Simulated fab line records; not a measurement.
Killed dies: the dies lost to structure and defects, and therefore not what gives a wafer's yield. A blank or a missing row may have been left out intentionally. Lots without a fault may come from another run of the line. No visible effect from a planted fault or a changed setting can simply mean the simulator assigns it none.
Which tool is to blame? | flow n5-finfet | 24 lots, 72 wafers sampled, at 5 steps of a route of 1938

WHAT THE GAUGES SHOWED, per wafer
N5_DUMMY_GATE_INSPECT_17: inspects for defects (brightfield). Usual: raw-defect-count 202, standard deviation 48.
lot  | measured    | on                | raw-defect-count | flag
L074 | day 3 01:53 | defect-inspect-02 | 234 229 270      |
L075 | day 3 06:20 | defect-inspect-01 | 170 139 242      |
L076 | day 3 10:00 | defect-inspect-02 | 182 172 149      |
L077 | day 3 15:20 | defect-inspect-01 | 173 146 146      |
L078 | day 4 04:39 | defect-inspect-02 | 169 165 135      |
L079 | day 4 08:41 | defect-inspect-01 | 184 159 175      |
L080 | day 4 11:51 | defect-inspect-01 | 172 184 153      |
L081 | day 4 18:07 | defect-inspect-01 | 197 306 289      |
L082 | day 4 20:52 | defect-inspect-02 | 234 234 223      |
L083 | day 5 02:40 | defect-inspect-02 | 186 188 164      |
L084 | day 5 11:55 | defect-inspect-01 | 184 192 186      |
L085 | day 5 16:48 | defect-inspect-01 | 208 229 242      |
L086 | day 6 03:28 | defect-inspect-01 | 172 188 218      |
L087 | day 6 08:10 | defect-inspect-02 | 228 186 173      |
L088 | day 6 14:02 | defect-inspect-02 | 265 298 231      |
L089 | day 6 15:07 | defect-inspect-02 | 218 234 281      |
L090 | day 6 21:58 | defect-inspect-01 | 165 170 173      |
L091 | day 7 04:13 | defect-inspect-02 | 288 217 208      |
L092 | day 7 08:30 | defect-inspect-01 | 322 250 303      |
L093 | day 7 16:13 | defect-inspect-02 | 238 222 200      |
L094 | day 7 21:35 | defect-inspect-01 | 194 244 229      |
L095 | day 8 05:19 | defect-inspect-02 | 218 184 187      |
L096 | day 8 10:46 | defect-inspect-01 | 159 197 181      |
L097 | day 8 18:03 | defect-inspect-01 | 199 136 113      |

N5_SD_EPI_N_INSPECT_11: inspects for defects (macro). Usual: raw-defect-count 1.9, standard deviation 1.4.
lot  | measured    | on                | raw-defect-count | flag
L074 | day 3 04:22 | defect-inspect-02 | 5 0 2            |
L075 | day 3 08:40 | defect-inspect-01 | 1 1 2            |
L076 | day 3 13:38 | defect-inspect-02 | 2 2 2            |
L077 | day 3 18:40 | defect-inspect-02 | 1 5 5            |
L078 | day 4 06:51 | defect-inspect-01 | 3 2 3            |
L079 | day 4 10:49 | defect-inspect-01 | 3 4 4            |
L080 | day 4 15:02 | defect-inspect-01 | 3 4 2            |
L081 | day 4 20:22 | defect-inspect-01 | 2 0 4            |
L082 | day 4 23:52 | defect-inspect-02 | 3 3 3            |
L083 | day 5 05:15 | defect-inspect-02 | 5 2 4            |
L084 | day 5 14:03 | defect-inspect-02 | 3 1 2            |
L085 | day 5 18:55 | defect-inspect-01 | 2 2 2            |
L086 | day 6 05:56 | defect-inspect-02 | 2 3 2            |
L087 | day 6 10:58 | defect-inspect-02 | 2 2 1            |
L088 | day 6 16:33 | defect-inspect-01 | 1 1 1            |
L089 | day 6 22:35 | defect-inspect-02 | 3 2 2            |
L090 | day 7 00:17 | defect-inspect-01 | 2 1 1            |
L091 | day 7 07:06 | defect-inspect-02 | 0 1 2            |
L092 | day 7 11:36 | defect-inspect-02 | 0 2 1            |
L093 | day 7 19:50 | defect-inspect-01 | 3 3 0            |
L094 | day 7 23:50 | defect-inspect-01 | 1 2 0            |
L095 | day 8 08:23 | defect-inspect-02 | 0 0 4            |
L096 | day 8 13:38 | defect-inspect-02 | 2 4 2            |
L097 | day 8 21:50 | defect-inspect-02 | 0 0 6            |

TOOL THAT RAN EACH LOT (tool first, then ch and the chambers of the sampled wafers, then the start)
lot  | N5_STI_FIN_REVEAL_OXIDATION_33      | N5_DUMMY_GATE_ETCH_37             | N5_DUMMY_GATE_ETCH_23
L074 | plasma-asher-02 ch 0, day 2 13:10   | rie-diel-05 ch 0,2, day 3 02:04   | rie-si-02 ch 1,2,3, day 3 02:56
L075 | plasma-asher-01 ch 0,1, day 2 18:56 | rie-diel-04 ch 0,1,2, day 3 06:31 | rie-si-02 ch 0,1, day 3 07:10
L076 | plasma-asher-02 ch 0,1, day 2 23:59 | rie-diel-05 ch 0,1,2, day 3 10:11 | rie-si-06 ch 0,3, day 3 10:44
L077 | plasma-asher-02 ch 0,1, day 3 06:13 | rie-diel-04 ch 1,2, day 3 15:30   | rie-si-02 ch 0,1, day 3 16:04
L078 | plasma-asher-02 ch 0,1, day 3 14:55 | rie-diel-05 ch 1,2, day 4 04:50   | rie-si-03 ch 0,1,3, day 4 05:28
L079 | plasma-asher-01 ch 0,1, day 3 21:41 | rie-diel-05 ch 2,3, day 4 08:52   | rie-si-02 ch 0,1,2, day 4 09:25
L080 | plasma-asher-01 ch 0,1, day 4 01:13 | rie-diel-05 ch 2,3, day 4 12:10   | rie-si-03 ch 0,1,3, day 4 12:44
L081 | plasma-asher-02 ch 0,1, day 4 08:14 | rie-diel-04 ch 0,1, day 4 18:18   | rie-si-02 ch 1,2,3, day 4 18:51
L082 | plasma-asher-02 ch 0,1, day 4 11:42 | rie-diel-04 ch 1,3, day 4 21:14   | rie-si-02 ch 1,3, day 4 21:48
L083 | plasma-asher-02 ch 0,1, day 4 17:49 | rie-diel-03 ch 0,1,2, day 5 02:50 | rie-si-06 ch 1,2,3, day 5 03:24
L084 | plasma-asher-02 ch 0,1, day 5 01:43 | rie-diel-05 ch 1,2, day 5 12:06   | rie-si-02 ch 0,1,3, day 5 12:40
L085 | plasma-asher-02 ch 0,1, day 5 07:20 | rie-diel-04 ch 0,1, day 5 16:59   | rie-si-02 ch 0,1, day 5 17:32
L086 | plasma-asher-01 ch 0, day 5 16:38   | rie-diel-03 ch 1,2,3, day 6 03:40 | rie-si-03 ch 1,3, day 6 04:34
L087 | plasma-asher-02 ch 0,1, day 5 21:01 | rie-diel-05 ch 0,3, day 6 08:22   | rie-si-02 ch 1,2,3, day 6 09:00
L088 | plasma-asher-02 ch 0,1, day 6 00:56 | rie-diel-05 ch 0,1,3, day 6 14:13 | rie-si-02 ch 1,2,3, day 6 15:02
L089 | plasma-asher-01 ch 0,1, day 6 06:16 | rie-diel-04 ch 2,3, day 6 15:18   | rie-si-06 ch 0,3, day 6 16:20
L090 | plasma-asher-02 ch 0,1, day 6 12:56 | rie-diel-03 ch 0,2, day 6 22:09   | rie-si-03 ch 0,1, day 6 22:46
L091 | plasma-asher-02 ch 0,1, day 6 19:08 | rie-diel-04 ch 1,2,3, day 7 04:34 | rie-si-06 ch 0,1,3, day 7 05:23
L092 | plasma-asher-02 ch 0,1, day 6 23:39 | rie-diel-05 ch 2,3, day 7 09:21   | rie-si-02 ch 0,3, day 7 09:57
L093 | plasma-asher-02 ch 0,1, day 7 06:34 | rie-diel-03 ch 1,2, day 7 16:28   | rie-si-02 ch 0,1,3, day 7 17:20
L094 | plasma-asher-02 ch 0,1, day 7 12:35 | rie-diel-05 ch 1,2, day 7 21:46   | rie-si-02 ch 0,1, day 7 22:19
L095 | plasma-asher-02 ch 0,1, day 7 20:17 | rie-diel-03 ch 0,1, day 8 05:33   | rie-si-03 ch 0,1,3, day 8 06:17
L096 | plasma-asher-02 ch 0,1, day 8 01:53 | rie-diel-05 ch 1,2, day 8 10:57   | rie-si-03 ch 0,3, day 8 11:30
L097 | plasma-asher-02 ch 0,1, day 8 09:08 | rie-diel-03 ch 0,1,3, day 8 18:57 | rie-si-06 ch 0,1,3, day 8 19:52
- N5_STI_FIN_REVEAL_OXIDATION_33: chemistry O2 PLASMA REMOTE, time 20 s.
- N5_DUMMY_GATE_ETCH_37: etches SOC in N2/H2, target depth 60 nm, overetch 30 nm.
- N5_DUMMY_GATE_ETCH_23: etches poly-Si in HBr/Cl2/O2, target depth 41 nm, time 22.3 s.

WHAT THE TOOLS THEMSELVES READ (means of the sampled wafers that have a number; where no wafer has one, the mark that the record gives instead)
N5_STI_FIN_REVEAL_OXIDATION_33. Usual: drypump-motor-current-A 5.26 A, standard deviation 0.18; heater-power-w 156 W, standard deviation 15; rf-fwd-power-W 1981 W, standard deviation 8.4; temp-c 150.00 C, standard deviation 0.14.
lot  | tool            | drypump-motor-current-A (A) | heater-power-w (W) | rf-fwd-power-W (W) | temp-c (C) | flag
L074 | plasma-asher-02 | 5.37                        | 170                | 1981               | 150.08     |
L075 | plasma-asher-01 | 5.04                        | 138                | 1979               | 150.09     |
L076 | plasma-asher-02 | 5.32                        | 165                | 1978               | 149.89     |
L077 | plasma-asher-02 | 5.27                        | 158                | 1979               | 149.85     |
L078 | plasma-asher-02 | 5.32                        | 166                | 1984               | 150.11     |
L079 | plasma-asher-01 | 5.24                        | 131                | 1974               | 150.02     |
L080 | plasma-asher-01 | 5.04                        | 136                | 1982               | 150.03     |
L081 | plasma-asher-02 | 5.33                        | 163                | 1986               | 149.98     |
L082 | plasma-asher-02 | 5.31                        | 164                | 1988               | 149.98     |
L083 | plasma-asher-02 | 5.27                        | 157                | 1982               | 149.89     |
L084 | plasma-asher-02 | 5.24                        | 158                | 1979               | 149.84     |
L085 | plasma-asher-02 | 5.32                        | 165                | 1987               | 150.08     |
L086 | plasma-asher-01 | 4.83                        | 142                | 1990               | 149.89     |
L087 | plasma-asher-02 | 5.24                        | 160                | 1985               | 150.13     |
L088 | plasma-asher-02 | 5.32                        | 166                | 1980               | 150.15     |
L089 | plasma-asher-01 | 5.25                        | 132                | 1973               | 150.03     |
L090 | plasma-asher-02 | 5.26                        | 159                | 1987               | 149.95     |
L091 | plasma-asher-02 | 5.27                        | 157                | 1977               | 150.06     |
L092 | plasma-asher-02 | 5.32                        | 165                | 1984               | 150.05     |
L093 | plasma-asher-02 | 5.25                        | 160                | 1977               | 150.13     |
L094 | plasma-asher-02 | 5.27                        | 160                | 1977               | 150.06     |
L095 | plasma-asher-02 | 5.27                        | 159                | 1981               | 150.04     |
L096 | plasma-asher-02 | 5.26                        | 159                | 1977               | 149.87     |
L097 | plasma-asher-02 | 5.32                        | 166                | 1985               | 149.95     |

N5_DUMMY_GATE_ETCH_37. Usual: drypump-motor-current-A 5.5 A, standard deviation 0.49; oes-product-au 0.63 a.u., standard deviation 0.066; rf-fwd-power-W 830 W, standard deviation 4.1; rf-vpp-V 525 V, standard deviation 3.1; showerhead-plenum-p-Torr 2.57 Torr, standard deviation 0.11; temp-c 40.00 C, standard deviation 0.1; throttle-valve-pct 17.84 %, standard deviation 0.24.
lot  | tool        | drypump-motor-current-A (A) | oes-product-au (a.u.) | rf-fwd-power-W (W) | rf-vpp-V (V) | showerhead-plenum-p-Torr (Torr) | temp-c (C) | throttle-valve-pct (%) | flag
L074 | rie-diel-05 | 5.6                         | 0.65                  | 832                | 525          | 2.60                            | 40.00      | 17.78                  |
L075 | rie-diel-04 | 5.1                         | 0.60                  | 829                | 523          | 2.55                            | 39.97      | 17.79                  |
L076 | rie-diel-05 | 5.5                         | 0.66                  | 832                | 526          | 2.60                            | 39.96      | 17.86                  |
L077 | rie-diel-04 | 5.0                         | 0.59                  | 828                | 522          | 2.50                            | 40.00      | 17.85                  |
L078 | rie-diel-05 | 5.2                         | 0.59                  | 831                | 522          | 2.49                            | 39.99      | 18.05                  |
L079 | rie-diel-05 | 5.4                         | 0.62                  | 833                | 521          | 2.42                            | 40.08      | 17.90                  |
L080 | rie-diel-05 | 5.4                         | 0.61                  | 831                | 521          | 2.42                            | 39.99      | 17.91                  |
L081 | rie-diel-04 | 5.1                         | 0.61                  | 828                | 526          | 2.62                            | 40.12      | 17.98                  |
L082 | rie-diel-04 | 4.9                         | 0.61                  | 830                | 527          | 2.64                            | 39.90      | 18.00                  |
L083 | rie-diel-03 | 5.7                         | 0.59                  | 832                | 524          | 2.54                            | 39.95      | 17.96                  |
L084 | rie-diel-05 | 5.2                         | 0.59                  | 829                | 523          | 2.49                            | 40.02      | 18.06                  |
L085 | rie-diel-04 | 5.2                         | 0.60                  | 830                | 526          | 2.59                            | 39.95      | 17.78                  |
L086 | rie-diel-03 | 6.2                         | 0.57                  | 830                | 525          | 2.55                            | 40.04      | 18.01                  |
L087 | rie-diel-05 | 6.0                         | 0.71                  | 832                | 525          | 2.55                            | 40.03      | 17.48                  |
L088 | rie-diel-05 | 5.8                         | 0.70                  | 831                | 527          | 2.62                            | 40.03      | 17.62                  |
L089 | rie-diel-04 | 5.0                         | 0.58                  | 827                | 523          | 2.49                            | 40.08      | 17.79                  |
L090 | rie-diel-03 | 5.7                         | 0.58                  | 828                | 525          | 2.56                            | 40.01      | 17.93                  |
L091 | rie-diel-04 | 5.0                         | 0.59                  | 829                | 525          | 2.56                            | 39.95      | 17.95                  |
L092 | rie-diel-05 | 5.4                         | 0.74                  | 830                | 526          | 2.62                            | 40.00      | 17.65                  |
L093 | rie-diel-03 | 6.1                         | 0.56                  | 832                | 525          | 2.59                            | 40.07      | 17.91                  |
L094 | rie-diel-05 | 5.2                         | 0.73                  | 830                | 528          | 2.70                            | 40.01      | 17.82                  |
L095 | rie-diel-03 | 5.3                         | 0.59                  | 832                | 521          | 2.47                            | 40.03      | 18.07                  |
L096 | rie-diel-05 | 5.4                         | 0.69                  | 830                | 528          | 2.69                            | 40.06      | 17.83                  |
L097 | rie-diel-03 | 5.7                         | 0.64                  | 828                | 523          | 2.48                            | 39.99      | 17.97                  |

N5_DUMMY_GATE_ETCH_23. Usual: drypump-motor-current-A 5.9 A, standard deviation 0.4; oes-product-au 1.008 a.u., standard deviation 0.016; rf-fwd-power-W 793 W, standard deviation 3.4; throttle-valve-pct 37.04 %, standard deviation 0.27.
lot  | tool      | drypump-motor-current-A (A) | oes-product-au (a.u.) | rf-fwd-power-W (W) | throttle-valve-pct (%) | flag
L074 | rie-si-02 | 5.9                         | 1.013                 | 792                | 36.91                  |
L075 | rie-si-02 | 5.7                         | 1.002                 | 788                | 36.99                  |
L076 | rie-si-06 | 5.8                         | 1.015                 | 794                | 36.96                  |
L077 | rie-si-02 | 5.7                         | 1.014                 | 792                | 36.99                  |
L078 | rie-si-03 | 6.0                         | 0.991                 | 792                | 37.13                  |
L079 | rie-si-02 | 6.0                         | 1.012                 | 796                | 37.04                  |
L080 | rie-si-03 | 6.0                         | 0.994                 | 794                | 37.13                  |
L081 | rie-si-02 | 6.0                         | 1.013                 | 791                | 36.90                  |
L082 | rie-si-02 | 5.7                         | 1.003                 | 794                | 36.81                  |
L083 | rie-si-06 | 6.0                         | 0.993                 | 795                | 37.23                  |
L084 | rie-si-02 | 5.7                         | 1.008                 | 795                | 36.95                  |
L085 | rie-si-02 | 5.8                         | 1.020                 | 791                | 37.11                  |
L086 | rie-si-03 | 6.4                         | 1.004                 | 793                | 36.99                  |
L087 | rie-si-02 | 6.0                         | 1.010                 | 793                | 36.90                  |
L088 | rie-si-02 | 5.9                         | 1.003                 | 790                | 36.89                  |
L089 | rie-si-06 | 5.8                         | 1.007                 | 794                | 36.96                  |
L090 | rie-si-03 | 6.0                         | 1.013                 | 789                | 36.83                  |
L091 | rie-si-06 | 6.0                         | 1.011                 | 795                | 37.21                  |
L092 | rie-si-02 | 5.8                         | 1.009                 | 794                | 37.07                  |
L093 | rie-si-02 | 5.7                         | 1.004                 | 793                | 36.96                  |
L094 | rie-si-02 | 5.7                         | 1.009                 | 792                | 36.99                  |
L095 | rie-si-03 | 6.0                         | 1.004                 | 792                | 37.13                  |
L096 | rie-si-03 | 6.0                         | 0.980                 | 796                | 37.43                  |
L097 | rie-si-06 | 6.0                         | 1.022                 | 794                | 37.23                  |

THE ANSWER, worked out from the rows above alone
Rule: take the mean of a lot's wafers that have a number; if it is more than 3 standard deviations from the usual mean, the lot is off. A lot without any number at a reading at which 4 lots or more have one is off too. Any other lot the step has rows for is counted as sound. First the gauges in route order, then the tools' own readings, where a lot's mean is used as printed above. The first step at which some lot is off is used, and at that step the reading that is off furthest; a lot without a number counts as furthest.
No lot is off on any of the readings shown, so nothing can be concluded from this.

WHAT HAD BEEN PUT IN BY THE SIMULATOR
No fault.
